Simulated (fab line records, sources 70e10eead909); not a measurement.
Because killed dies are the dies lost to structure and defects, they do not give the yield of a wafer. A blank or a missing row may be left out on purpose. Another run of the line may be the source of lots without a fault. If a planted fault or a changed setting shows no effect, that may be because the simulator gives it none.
Comparing a struck lot with a sound one	flow nand-harc	35 out of 1302 route steps
Sound: wafers L596.1, L596.5, L596.6. The struck wafers were L594.1, L594.4, L594.6. At the end, the cause is stated.
Order at every step that has rows: each side's tool, ch and its chambers, its first start. Under that, the readings that differ: sound wafers	struck wafers	difference of the means	sigmas: that difference in standard deviations of wafers without a fault.
alike: readings with means less than 2 such deviations apart, plus words and numbers identical on both sides. not compared: withheld readings, readings lacking a value on some wafer, bounds such as >300 that could conceal the same value, and numbers that have no deviation in the record and whose values overlap.
The two part at a step that has a row with sigmas, a row that says differs or no value, or rows on one side only. When numbers do not overlap yet have no deviation, they are printed without sigmas and do not part them. Lack of a reading on every wafer of one side parts them only where that side has two or more wafers.

NHARC_P_START_INSPECT_01:
  sound on defect-inspect-01 at day 8 02:02; struck on defect-inspect-02 at day 7 06:02
  alike: raw-defect-count
then, 2 steps without rows for these wafers: NHARC_P_ZERO_WELL_PRECLEAN_00 (cleans in SPM, time 600 s); NHARC_P_ZERO_WELL_SRD_01.
NHARC_P_ZERO_WELL_PECVD_02: deposits SiO2, target thk 10 nm.
  sound on pecvd-04 ch 1,2, day 8 02:27; struck on pecvd-02 ch 0,1, day 7 06:27
then, 9 steps without rows for these wafers: NHARC_P_ZERO_WELL_DEHYDRATE_03 (time 120 s); NHARC_P_ZERO_WELL_HMDS_04 (time 30 s); NHARC_P_ZERO_WELL_COAT_64 (time 65 s); NHARC_P_ZERO_WELL_COAT_05 (resist thk 600 nm); NHARC_P_ZERO_WELL_SOFTBAKE_06 (time 70 s); NHARC_P_ZERO_WELL_EBR_07; NHARC_P_ZERO_WELL_EXPOSE_08 (exposes mask P ZERO, target cd 500 nm); NHARC_P_ZERO_WELL_PEB_09 (peb time 80 s); NHARC_P_ZERO_WELL_DEVELOP_10 (time 50 s).
NHARC_P_ZERO_WELL_CD_MEAS_11: target cd 500 nm.
  sound on cd-sem-03 ch 0, day 8 03:14; struck on cd-sem-01 ch 0, day 7 07:14
  alike: cd-nm
then, 1 step without rows for these wafers: NHARC_P_ZERO_WELL_HARDBAKE_12 (time 65 s).
NHARC_P_ZERO_WELL_DESCUM_13: chemistry O2, time 3 s.
  sound on rie-diel-10 ch 0,3, day 8 03:23; struck on rie-diel-03 ch 0,2,3, day 7 07:24
  alike: chamber-pressure-mTorr, drypump-motor-current-A, oes-product-au, rf-vpp-V, showerhead-plenum-p-Torr, throttle-valve-pct
  not compared: rf-hours-counter-h
NHARC_P_ZERO_WELL_ETCH_65: etches the open film in N2/H2, target depth 80 nm, overetch 24 nm, time 87.88 s.
  sound on rie-diel-10 ch 0,1,2, day 8 03:29; struck on rie-diel-03 ch 1,2,3, day 7 07:40
  alike: chamber-pressure-mTorr, drypump-motor-current-A, oes-product-au, rf-vpp-V, showerhead-plenum-p-Torr, throttle-valve-pct
  not compared: rf-hours-counter-h
NHARC_P_ZERO_WELL_ETCH_62: etches the open film in CHF3/Ar, target depth 13 nm, time 6.5 s.
  sound: rie-diel-10 ch 1,2,3; struck: rie-diel-03 ch 1,2,3
  alike: chamber-pressure-mTorr, drypump-motor-current-A, oes-product-au, rf-vpp-V, showerhead-plenum-p-Torr, throttle-valve-pct
  not compared: rf-hours-counter-h
NHARC_P_ZERO_WELL_ETCH_63: etches the open film in HBr/Cl2, target depth 120 nm, time 40.1 s.
  sound on rie-si-03 ch 2,3, day 8 03:40; struck on rie-si-03 ch 0,1, day 7 07:52
  alike: chamber-pressure-mTorr, drypump-motor-current-A, oes-product-au, throttle-valve-pct
  not compared: rf-hours-counter-h
then, 9 steps without rows for these wafers: NHARC_P_ZERO_WELL_STRIP_15 (strips in SPM, time 900 s); NHARC_P_ZERO_WELL_DEHYDRATE_16 (time 120 s); NHARC_P_ZERO_WELL_HMDS_17 (time 30 s); NHARC_P_ZERO_WELL_COAT_18; NHARC_P_ZERO_WELL_SOFTBAKE_19 (time 95 s); NHARC_P_ZERO_WELL_EBR_20; NHARC_P_ZERO_WELL_EXPOSE_21 (exposes mask P NWELL, target cd 720 nm); NHARC_P_ZERO_WELL_PEB_22 (peb time 85 s); NHARC_P_ZERO_WELL_DEVELOP_23 (time 70 s).
NHARC_P_ZERO_WELL_CD_MEAS_24: target cd 720 nm.
  sound on cd-sem-01 ch 0, day 8 04:35; struck on cd-sem-02 ch 0, day 7 08:47
  alike: cd-nm
then, 1 step without rows for these wafers: NHARC_P_ZERO_WELL_HARDBAKE_25 (time 80 s).
NHARC_P_ZERO_WELL_DESCUM_26: chemistry O2, time 3 s.
  sound on rie-diel-03 ch 0,1,3, day 8 04:46; struck on rie-diel-03 ch 1,2, day 7 08:56
  alike: chamber-pressure-mTorr, drypump-motor-current-A, oes-product-au, rf-vpp-V, showerhead-plenum-p-Torr, throttle-valve-pct
  not compared: rf-hours-counter-h
then, 2 steps without rows for these wafers: NHARC_P_ZERO_WELL_IMPLANT_27; NHARC_P_ZERO_WELL_IMPLANT_57.
NHARC_P_ZERO_WELL_INSPECT_43:
  sound on defect-inspect-02 at day 8 09:42; struck on defect-inspect-01 at day 7 13:53
reading	sound	struck	difference	sigmas
raw-defect-count	5 8 8	630 613 594	+605	+98
-- break in the record here, with 22 days between the starts of the struck wafers on either side (left off in module P_ZERO_WELL, picked up again in module END, where the first step shown is number 1302 on the route) --
NHARC_END_SORT_01:
  the record has rows for the struck wafers here (prober-01 ch 0, day 29 21:40) and none for the sound ones

WHERE THEY PART
Earliest at NHARC_P_ZERO_WELL_INSPECT_43; latest, in this record, at NHARC_END_SORT_01.

WHY: the cause the simulator had injected
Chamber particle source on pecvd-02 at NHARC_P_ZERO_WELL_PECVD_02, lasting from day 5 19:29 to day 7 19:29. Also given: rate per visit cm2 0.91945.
